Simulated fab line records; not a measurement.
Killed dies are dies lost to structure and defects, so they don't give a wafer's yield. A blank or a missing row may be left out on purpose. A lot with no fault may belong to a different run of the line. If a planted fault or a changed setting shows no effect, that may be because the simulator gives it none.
Which tool did it?    flow n5 finfet    24 lots, 72 wafers sampled, at 4 steps of a route of 1938

## WHAT THE GAUGES READ, wafer by wafer
N5_MOL_CONTACT_COAG_INSPECT_10: inspects for defects (brightfield).
lot   measured      on                 raw defect count
L074  day 4 18:49   defect inspect-02  54 46 82
L075  day 4 21:01   defect inspect-02  34 35 33
L076  day 5 03:36   defect inspect-01  63 52 52
L077  day 5 09:24   defect inspect-01  90 71 49
L078  day 5 19:21   defect inspect-01  31 55 46
L079  day 6 00:22   defect inspect-02  46 33 33
L080  day 6 07:49   defect inspect-01  88 68 48
L081  day 6 09:49   defect inspect-01  74 55 79
L082  day 6 20:01   defect inspect-02  31 69 52
L083  day 7 00:38   defect inspect-01  76 87 111
L084  day 7 02:12   defect inspect-02  48 35 78
L085  day 7 10:30   defect inspect-01  45 73 63
L086  day 7 15:44   defect inspect-02  74 41 74
L087  day 7 21:02   defect inspect-02  122 88 111
L088  day 8 03:04   defect inspect-01  95 36 79
L089  day 8 09:44   defect inspect-01  130 73 105
L090  day 8 14:51   defect inspect-01  49 61 87
L091  day 8 21:56   defect inspect-01  73 85 69
L092  day 9 03:19   defect inspect-02  68 54 48
L093  day 9 12:29   defect inspect-02  91 123 73
L094  day 9 16:43   defect inspect-01  88 78 53
L095  day 9 20:23   defect inspect-02  93 79 79
L096  day 10 09:59  defect inspect-01  113 85 105
L097  day 10 16:22  defect inspect-01  97 71 106

N5_MOL_CONTACT_COAG_CD_MEAS_84: the cd target is 25.1 nm.
lot   measured      on         cd nm (nm)
L074  day 5 06:50   cd sem-02  24.98 25.22 24.76
L075  day 5 08:21   cd sem-03  25.29 25.36 24.96
L076  day 5 15:07   cd sem-03  25.04 25.02 24.53
L077  day 5 19:46   cd sem-02  24.86 24.43 24.88
L078  day 6 05:22   cd sem-03  25.37 24.99 24.92
L079  day 6 09:34   cd sem-02  24.80 24.94 25.25
L080  day 6 18:37   cd sem-02  25.07 24.81 25.06
L081  day 6 19:16   cd sem-03  25.08 24.86 25.26
L082  day 7 06:01   cd sem-01  24.79 25.43 25.35
L083  day 7 09:47   cd sem-01  25.42 25.57 25.42
L084  day 7 12:38   cd sem-03  24.69 25.29 25.41
L085  day 7 20:19   cd sem-02  25.19 25.39 25.10
L086  day 8 01:01   cd sem-01  24.44 24.78 25.12
L087  day 8 06:56   cd sem-03  25.28 24.98 25.15
L088  day 8 13:52   cd sem-01  25.22 25.59 25.09
L089  day 8 20:28   cd sem-01  25.30 25.47 25.44
L090  day 9 01:34   cd sem-01  25.09 24.77 25.09
L091  day 9 07:35   cd sem-01  25.19 25.21 25.45
L092  day 9 14:34   cd sem-02  25.08 25.12 24.96
L093  day 9 21:46   cd sem-01  24.79 24.98 25.00
L094  day 10 04:10  cd sem-03  25.18 24.96 25.19
L095  day 10 05:17  cd sem-03  25.27 24.71 25.04
L096  day 10 18:11  cd sem-03  24.88 25.20 25.09
L097  day 11 02:28  cd sem-02  25.27 24.97 25.09

## EACH LOT AND THE TOOL THAT RAN IT (in order: tool; ch and the chambers of the sampled wafers; start)
lot   N5_GATE_CUT_VAPOR_ETCH_49          N5_MOL_CONTACT_COAG_PRE_CLEAN_141
L074  rie metal-01 ch 0,1, day 4 14:57   pvd sputter-03, day 4 23:19
L075  rie metal-03 ch 0,1, day 4 17:45   pvd sputter-03, day 5 00:19
L076  rie metal-03 ch 1, day 4 23:14     pvd sputter-03, day 5 09:09
L077  rie metal-03 ch 1, day 5 06:03     pvd sputter-02, day 5 13:38
L078  rie metal-02 ch 0,1, day 5 16:07   pvd sputter-01, day 5 21:26
L079  rie metal-02 ch 0,1, day 5 21:05   pvd sputter-03, day 6 02:50
L080  rie metal-02 ch 0,1, day 6 04:11   pvd sputter-03, day 6 11:24
L081  rie metal-01 ch 0, day 6 06:39     pvd sputter-01, day 6 12:06
L082  rie metal-01 ch 0,1, day 6 16:31   pvd sputter-02, day 6 23:09
L083  rie metal-02 ch 0,1, day 6 21:14   pvd sputter-02, day 7 02:31
L084  rie metal-03 ch 0,1, day 6 23:03   pvd sputter-02, day 7 05:37
L085  rie metal-02 ch 0,1, day 7 06:58   pvd sputter-03, day 7 12:53
L086  rie metal-01 ch 0, day 7 12:19     pvd sputter-01, day 7 18:11
L087  rie metal-03 ch 0, day 7 17:37     pvd sputter-02, day 8 00:48
L088  rie metal-01 ch 0, day 7 23:47     pvd sputter-01, day 8 06:02
L089  rie metal-03 ch 0,1, day 8 06:28   pvd sputter-01, day 8 12:04
L090  rie metal-02 ch 0,1, day 8 11:13   pvd sputter-03, day 8 17:06
L091  rie metal-02 ch 0,1, day 8 18:41   pvd sputter-02, day 9 01:18
L092  rie metal-01 ch 0,1, day 9 00:08   pvd sputter-01, day 9 07:10
L093  rie metal-03 ch 0,1, day 9 09:14   pvd sputter-03, day 9 15:36
L094  rie metal-03 ch 0,1, day 9 13:34   pvd sputter-03, day 9 20:29
L095  rie metal-02 ch 0,1, day 9 17:14   pvd sputter-03, day 9 23:05
L096  rie metal-02 ch 0,1, day 10 06:34  pvd sputter-01, day 10 11:46
L097  rie metal-01 ch 0,1, day 10 13:05  pvd sputter-01, day 10 19:26
- N5_GATE_CUT_VAPOR_ETCH_49: etches TiAlC in BCl3/Cl2.
- N5_MOL_CONTACT_COAG_PRE_CLEAN_141: time 60 s.

## AS READ BY THE TOOLS THEMSELVES (means over the sampled wafers that have a number; for cases with no such wafer, the mark the record gives instead)
N5_GATE_CUT_VAPOR_ETCH_49.
lot   tool          drypump motor current A (A)  oes product au (a.u.)
L074  rie metal-01  5.6                          0.65
L075  rie metal-03  5.4                          0.82
L076  rie metal-03  5.6                          0.65
L077  rie metal-03  5.6                          0.65
L078  rie metal-02  6.3                          0.87
L079  rie metal-02  6.3                          0.87
L080  rie metal-02  6.3                          0.86
L081  rie metal-01  5.8                          0.75
L082  rie metal-01  5.8                          0.69
L083  rie metal-02  6.1                          0.86
L084  rie metal-03  5.4                          0.81
L085  rie metal-02  6.1                          0.86
L086  rie metal-01  5.9                          0.75
L087  rie metal-03  5.3                          0.89
L088  rie metal-01  5.9                          0.74
L089  rie metal-03  5.5                          0.72
L090  rie metal-02  6.1                          0.84
L091  rie metal-02  6.3                          0.83
L092  rie metal-01  5.7                          0.81
L093  rie metal-03  5.4                          0.80
L094  rie metal-03  5.5                          0.79
L095  rie metal-02  6.3                          0.82
L096  rie metal-02  6.3                          0.82
L097  rie metal-01  5.8                          0.79

N5_MOL_CONTACT_COAG_PRE_CLEAN_141.
lot   tool            heater power w (W)
L074  pvd sputter-03  526
L075  pvd sputter-03  448
L076  pvd sputter-03  523
L077  pvd sputter-02  506
L078  pvd sputter-01  475
L079  pvd sputter-03  449
L080  pvd sputter-03  482
L081  pvd sputter-01  473
L082  pvd sputter-02  456
L083  pvd sputter-02  488
L084  pvd sputter-02  518
L085  pvd sputter-03  558
L086  pvd sputter-01  457
L087  pvd sputter-02  397
L088  pvd sputter-01  465
L089  pvd sputter-01  481
L090  pvd sputter-03  451
L091  pvd sputter-02  459
L092  pvd sputter-01  481
L093  pvd sputter-03  529
L094  pvd sputter-03  553
L095  pvd sputter-03  485
L096  pvd sputter-01  474
L097  pvd sputter-01  494

## THE ANSWER, worked out from the rows above alone
Rule: usual is defined by the lots themselves. The widest of any qualifying gaps counts: lots, ordered by their means at a reading, are off when they make up no more than a third of the lots, leave a main group of 4 or more, and stand apart from it by 3 or more times the standard deviation of that group's means. The tables above print the reading to a certain number of digits; a main group whose means all agree to those digits is not used. A lot without any number at a reading at which 4 lots or more have one is off too. Where the step has rows for the other lots, those lots are counted as sound. The gauges are gone through in route order, then the tools' own readings, and for those a lot's mean is taken as printed above. At the first step where some lot is off, the reading lying furthest off is the one used; lots without a number count as furthest.
None of the lots is off at any reading shown; this tells nothing.

## WHAT HAD BEEN PUT IN BY THE SIMULATOR
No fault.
